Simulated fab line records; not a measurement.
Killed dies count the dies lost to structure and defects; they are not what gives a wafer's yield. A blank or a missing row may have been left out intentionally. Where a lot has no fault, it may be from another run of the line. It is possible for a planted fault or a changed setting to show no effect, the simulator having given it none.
Which tool did it? :: flow n5 finfet :: 36 wafers from 12 lots sampled at 2 of the route's 1938 steps

== WHAT EACH GAUGE READ, for each wafer ==
N5_DUMMY_GATE_THK_MEAS_05.
lot: L075
measured: day 2 23:13
on: film metro-01
thk nm (nm): 72.0 71.5 72.0

lot: L077
measured: day 3 11:37
on: film metro-02
thk nm (nm): 72.4 71.3 71.8

lot: L079
measured: day 4 00:47
on: film metro-02
thk nm (nm): 72.6 71.5 70.3

lot: L081
measured: day 4 10:58
on: film metro-02
thk nm (nm): 73.1 72.8 73.5

lot: L083
measured: day 5 01:11
on: film metro-01
thk nm (nm): 73.2 71.1 72.6

lot: L085
measured: day 5 14:49
on: film metro-02
thk nm (nm): 71.7 72.6 71.2

lot: L087
measured: day 6 01:10
on: film metro-01
thk nm (nm): 69.6 71.0 71.4

lot: L089
measured: day 6 11:46
on: film metro-02
thk nm (nm): 72.5 71.7 71.1

lot: L091
measured: day 7 01:01
on: film metro-02
thk nm (nm): 73.4 72.3 72.7

lot: L093
measured: day 7 10:42
on: film metro-01
thk nm (nm): 71.1 71.0 72.1

lot: L095
measured: day 7 23:52
on: film metro-02
thk nm (nm): 72.1 72.2 71.7

lot: L097
measured: day 8 11:01
on: film metro-02
thk nm (nm): 71.6 71.6 72.2

== WHICH TOOL RAN EACH LOT (tool, then ch and the chambers of the sampled wafers, then the start) ==
lot: L075
N5_FIN_CUT_CUT_ETCH_15: rie si-04 ch 1,3, day 2 09:51

lot: L077
N5_FIN_CUT_CUT_ETCH_15: rie si-01 ch 1,2, day 2 22:05

lot: L079
N5_FIN_CUT_CUT_ETCH_15: rie si-01 ch 0,2,3, day 3 09:57

lot: L081
N5_FIN_CUT_CUT_ETCH_15: rie si-04 ch 0,2, day 3 21:35

lot: L083
N5_FIN_CUT_CUT_ETCH_15: rie si-01 ch 0,1,2, day 4 11:45

lot: L085
N5_FIN_CUT_CUT_ETCH_15: rie si-06 ch 1,2,3, day 5 00:23

lot: L087
N5_FIN_CUT_CUT_ETCH_15: rie si-01 ch 0,1,3, day 5 09:45

lot: L089
N5_FIN_CUT_CUT_ETCH_15: rie si-06 ch 1,2,3, day 5 21:59

lot: L091
N5_FIN_CUT_CUT_ETCH_15: rie si-06 ch 0,1,2, day 6 10:41

lot: L093
N5_FIN_CUT_CUT_ETCH_15: rie si-06 ch 0,2, day 6 21:28

lot: L095
N5_FIN_CUT_CUT_ETCH_15: rie si-01 ch 0,3, day 7 10:13

lot: L097
N5_FIN_CUT_CUT_ETCH_15: rie si-06 ch 0,2,3, day 7 21:20
- N5_FIN_CUT_CUT_ETCH_15: etches Si in HBr/Cl2/O2, target depth 100 nm, bt time 10 s, time 42.4 s.

== THE ANSWER, worked out from the rows above alone ==
Rule: the usual values come from the lots themselves. Put in order of their means at a reading, lots are off if they are a third of the lots or fewer, leave a main group of 4 or more, and stand apart from it by a gap of 3 or more times the standard deviation of the main group's means; of several such gaps the widest counts. A main group whose means are all the same, to the digits that the tables above print for the reading, isn't used. Also off: a lot with no number at a reading for which 4 or more lots have one. The other lots that the step has rows for count as sound.
No lot is off at any reading shown: from this, nothing can be told.

== WHAT THE SIMULATOR HAD PUT IN ==
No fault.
